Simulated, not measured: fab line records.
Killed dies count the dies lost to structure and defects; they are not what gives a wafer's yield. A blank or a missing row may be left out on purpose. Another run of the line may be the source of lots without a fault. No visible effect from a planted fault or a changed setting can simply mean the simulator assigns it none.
Matching of chambers | flow nand-harc | 4 sister chambers for NHARC_A_STAIRCASE_DESCUM_186 on rie-diel-09
The step chemistry O2, time 3 s. 4 wafers are shown with their chamber, then 10 later ones without.

== WAFERS PAIRED WITH THEIR CHAMBERS ==
wafer  | chamber | showerhead-plenum-p-Torr (Torr)
L088.1 | 1       | 1.79
L088.3 | 3       | 2.01
L088.4 | 0       | 1.96
L088.5 | 2       | 1.97

== WAFERS WITHOUT THEIR CHAMBER ==
wafer  | showerhead-plenum-p-Torr (Torr)
L088.6 | 2.01
L091.1 | 2.01
L091.2 | 1.96
L091.5 | 1.97
L093.2 | 1.96
L093.4 | 1.78
L093.5 | 2.00
L097.1 | 1.95
L097.2 | 2.00
L097.5 | 1.95

== THE CHAMBER EACH PASSED THROUGH ==
wafer  | from the rows above     | in truth
L088.6 | 3                       | 3
L091.1 | 3                       | 3
L091.2 | can't be placed: 0 or 2 | 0
L091.5 | can't be placed: 2 or 0 | 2
L093.2 | can't be placed: 0 or 2 | 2
L093.4 | 1                       | 1
L093.5 | 3                       | 3
L097.1 | can't be placed: 0 or 2 | 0
L097.2 | 3                       | 3
L097.5 | can't be placed: 0 or 2 | 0
Correct placement for 5 of the 10. Not placeable from these rows: 5 (in 5, the candidates include the true chamber). 0 placed wrongly.
How it was worked out, from the rows above alone: a wafer's distance from a chamber is the root of the sum, over the readings, of the square of ((its reading less the chamber's mean) divided by the reading's scatter). If the next closest chamber is less than 2 further off than the closest, the wafer can't be placed; otherwise it belongs to the closest. Each chamber's mean is taken over the wafers shown for it. The scatter (one wafer shown for each chamber): square how far every hidden wafer sits from the nearest shown wafer, average those squares and take the square root.
